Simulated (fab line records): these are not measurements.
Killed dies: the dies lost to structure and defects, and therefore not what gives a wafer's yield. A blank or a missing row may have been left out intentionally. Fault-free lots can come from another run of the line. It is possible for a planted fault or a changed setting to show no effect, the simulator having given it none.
Struck lot and sound lot, side by side	flow nandHarc	13 steps out of a route of 1302
Sound: the wafers L241.1, L241.3, L241.4. Wafers L258.2, L258.4, L258.6 were the ones struck. Last of all comes the cause.
Order at every step that has rows: each side's tool, ch and its chambers, its first start. Under that, the readings that differ: sound wafers	struck wafers	difference of the means	sigmas: that difference in standard deviations of wafers without a fault.
alike: a reading whose means differ by less than 2 such deviations, as well as words and numbers matching on both sides. not compared: withheld readings; readings where some wafer has no value; bounds like >300 that might hide an equal value; numbers whose values overlap and for which the record gives no deviation.
Wherever a step has rows on one side only, a row that says differs or no value, or a row with sigmas, the two part there. Numbers that have no deviation but don't overlap get no sigmas and don't part them. Lack of a reading on every wafer of one side parts them only where that side has two or more wafers.

first, 1 step without rows for these wafers: NHARC_A_BLC_SRD_27.
NHARC_A_BLC_INSPECT_28:
  struck on defectInspect-01, day 28 17:37; sound on defectInspect-01, day 23 02:20
  alike: rawDefectCount
then, 9 steps without rows for these wafers: NHARC_A_M0_DEP_00 (deposits SiOC, target thk 150 nm); NHARC_A_M0_DEHYDRATE_01 (time 120 s); NHARC_A_M0_HMDS_02 (time 30 s); NHARC_A_M0_COAT_33 (time 65 s); NHARC_A_M0_COAT_03 (resist thk 90 nm); NHARC_A_M0_SOFTBAKE_04 (time 55 s); NHARC_A_M0_EBR_05; NHARC_A_M0_EXPOSE_06 (exposes mask A M0, target cd 80 nm); NHARC_A_M0_PEB_07 (peb time 65 s).
NHARC_A_M0_DEVELOP_08: develop time 35 s.
  struck on lithoTrack-04, day 28 18:00; sound on lithoTrack-01 ch 0, day 23 03:00
  no value came back on the struck wafers for chillPlateTempC (C), developTimeS (s), resistLineTempC (C); on the sound wafers chillPlateTempC (C) reads 22.71 22.92 22.83
NHARC_A_M0_CD_MEAS_09: the cd target is 80 nm.
  sound on cdSem-01 ch 0, day 23 03:22; struck on cdSem-03 ch 0, day 28 18:31
reading	sound	struck	difference	sigmas
cdNm (nm)	80.3 81.0 80.8	- - -	no value on the struck wafers	

## WHERE THEY PART
Earliest at NHARC_A_M0_DEVELOP_08; latest, in this record, at NHARC_A_M0_CD_MEAS_09.

WHY: what the simulator had put in
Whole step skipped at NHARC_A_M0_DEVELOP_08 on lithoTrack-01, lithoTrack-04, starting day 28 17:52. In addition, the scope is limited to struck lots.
